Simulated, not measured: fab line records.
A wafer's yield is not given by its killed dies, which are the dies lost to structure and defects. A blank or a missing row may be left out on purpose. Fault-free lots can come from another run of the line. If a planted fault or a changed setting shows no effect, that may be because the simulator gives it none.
Chamber matching ; flow n5-finfet ; N5_BEOL_M5_ETCH_68 on rie-diel-06 has 4 sister chambers
The step etches SOC in N2/H2, target depth 80 nm, overetch 16 nm, time 120 s. 16 wafers are shown with their chamber, then 8 later ones without.

## WAFERS PAIRED WITH THEIR CHAMBERS
wafer;chamber;showerhead-plenum-p-Torr (Torr);oes-product-au (a.u.);rf-vpp-V (V)
L076.2;1;2.41;0.58;521.1
L076.5;0;2.48;0.69;521.7
L076.6;1;2.41;0.58;520.9
L075.1;3;2.72;0.70;528.8
L075.4;2;2.63;0.55;527.2
L075.5;2;2.63;0.55;527.7
L080.2;0;2.47;0.68;523.0
L080.4;2;2.62;0.54;525.0
L080.5;3;2.71;0.69;527.3
L085.2;0;2.47;0.67;522.6
L085.3;1;2.40;0.57;520.3
L085.6;1;2.40;0.57;521.6
L088.1;0;2.47;0.66;521.2
L088.5;1;2.40;0.57;520.8
L088.6;0;2.47;0.67;521.2
L090.2;0;2.46;0.66;521.9

SIGNATURES (means of the wafers above)
reading;chamber 0;chamber 1;chamber 2;chamber 3;scatter within a chamber
showerhead-plenum-p-Torr;2.4700;2.4040;2.6267;2.7150;0.00603
oes-product-au;0.6717;0.5740;0.5467;0.6950;0.00876
rf-vpp-V;521.933;520.940;526.633;528.050;0.859
Rule: distance of a wafer from a chamber = root of the sum over the readings of ((wafer's reading minus chamber's mean) / reading's scatter) squared. The wafer belongs to the nearest chamber; if the next one is less than 2 further off, it can't be placed. The scatter: take each reading less its chamber's mean, square it, sum over the shown wafers, divide by the number of wafers less the number of chambers, and take the root.

## WAFERS WITH NO CHAMBER GIVEN
wafer;showerhead-plenum-p-Torr (Torr);oes-product-au (a.u.);rf-vpp-V (V)
L090.3;2.39;0.56;520.8
L090.6;2.40;0.56;520.5
L095.1;2.61;0.52;526.8
L095.3;2.39;0.55;520.4
L095.6;2.61;0.53;524.7
L096.1;2.39;0.55;519.4
L096.5;2.39;0.56;520.7
L096.6;2.46;0.65;521.5

## EACH ONE'S CHAMBER
wafer;from the rows above;in truth
L090.3;1;1
L090.6;1;1
L095.1;2;2
L095.3;1;1
L095.6;2;2
L096.1;1;1
L096.5;1;1
L096.6;0;0
8 of 8 placed correctly. Number that these rows cannot place: 0. Wrongly placed: 0.
